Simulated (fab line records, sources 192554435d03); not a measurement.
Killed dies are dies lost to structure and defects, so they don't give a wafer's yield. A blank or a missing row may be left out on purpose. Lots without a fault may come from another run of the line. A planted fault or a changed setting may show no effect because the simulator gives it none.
Split-lot experiment | flow n5_finfet | 7 lots, 21 wafers read, on a route of 1938 steps

THE SPLIT
At N5_WELL_APT_COAT_19 (resist thk 950 nm), the setting spin_rpm was moved away from the recipe's 1357 rpm on 6 of the 21 wafers read, by -7.6% to +8.1%. The other wafers ran this setting at the recipe's value.

The reading is taken at the split's own step.

THE READING
coat_of_WELL_APT_COAT_19.thk_nm (the simulator's own value, which no gauge read), in nm, at N5_WELL_APT_COAT_19 (resist thk 950 nm). The file gives no usual value for it. The 15 wafers here that ran the recipe average 950.6 nm, standard deviation 2.5 nm.

wafer  | tool, chamber at the split | spin_rpm as run, rpm | against the recipe | coat_of_WELL_APT_COAT_19.thk_nm, nm | against lot-mates on the recipe
L074.1 | litho_track-05, 0          | 1357                 | recipe             | 951.7                               | -
L074.5 | litho_track-05, 0          | 1357                 | recipe             | 954.2                               | -
L074.6 | litho_track-05, 0          | 1357                 | recipe             | 949                                 | -
L075.3 | litho_track-01, 0          | 1357                 | recipe             | 952.6                               | -
L075.4 | litho_track-01, 0          | 1467                 | +8.1%              | 916.2                               | -36.4
L075.5 | litho_track-01, 0          | 1467                 | +8.1%              | 917.1                               | -35.5
L080.1 | litho_track-02, 0          | 1406                 | +3.6%              | 928.8                               | -19.4
L080.2 | litho_track-02, 0          | 1357                 | recipe             | 948.9                               | -
L080.3 | litho_track-02, 0          | 1357                 | recipe             | 947.5                               | -
L084.2 | litho_track-01, 0          | 1357                 | recipe             | 948.7                               | -
L084.3 | litho_track-01, 0          | 1357                 | recipe             | 949.5                               | -
L084.5 | litho_track-01, 0          | 1357                 | recipe             | 952                                 | -
L089.2 | litho_track-01, 0          | 1357                 | recipe             | 956.3                               | -
L089.5 | litho_track-01, 0          | 1357                 | recipe             | 953.5                               | -
L089.6 | litho_track-01, 0          | 1451                 | +6.9%              | 925.1                               | -29.8
L091.4 | litho_track-01, 0          | 1357                 | recipe             | 949.3                               | -
L091.5 | litho_track-01, 0          | 1254                 | -7.6%              | 985.8                               | +36.5
L091.6 | litho_track-01, 0          | 1254                 | -7.6%              | 990.1                               | +40.8
L095.3 | litho_track-02, 0          | 1357                 | recipe             | 949.3                               | -
L095.4 | litho_track-02, 0          | 1357                 | recipe             | 948.4                               | -
L095.5 | litho_track-02, 0          | 1357                 | recipe             | 948.1                               | -

THE FIT
A straight line over all 21 wafers: coat_of_WELL_APT_COAT_19.thk_nm changes by -4.48 nm for each +1% of spin_rpm; r = -0.98; the points scatter about the line by 3.2 nm.
The same after taking each lot's own level away (the mean of its wafers on the recipe; 21 wafers): -4.72 nm for each +1%; r = -0.99; scatter 1.9 nm.
On that fit, the largest move of spin_rpm shifts the reading by 38 nm.
The lots' own levels span 948.20 to 954.90 nm, that is 2.7 times the standard deviation above.
So the lot-to-lot level changes the slope little: the two slopes agree.
Check: with one of the wafers moved furthest among these (+8.1%) left out of the fit, the line predicts -38.2 nm for it against its lot-mates. It came out at -36.4 nm against them.

OTHER SPLITS ON THESE WAFERS
These wafers also went through other splits before the reading. Each is held against what the fit with the lots' levels taken away leaves over:
other split on the same wafers | wafers away from the commonest value | r with coat_of_WELL_APT_COAT_19.thk_nm (lot level and that fit taken away)
N5_ZERO_LAYER_PECVD_02 time_s  | 8                                    | -0.15
N5_ZERO_LAYER_COAT_05 spin_rpm | 6                                    | -0.32
N5_WELL_APT_PEB_06 peb_time_s  | 10                                   | -0.33

THE FILE'S OWN FIT
coat_of_WELL_APT_COAT_19.thk_nm changes by -4.67 nm for each +1% of spin_rpm, r = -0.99.
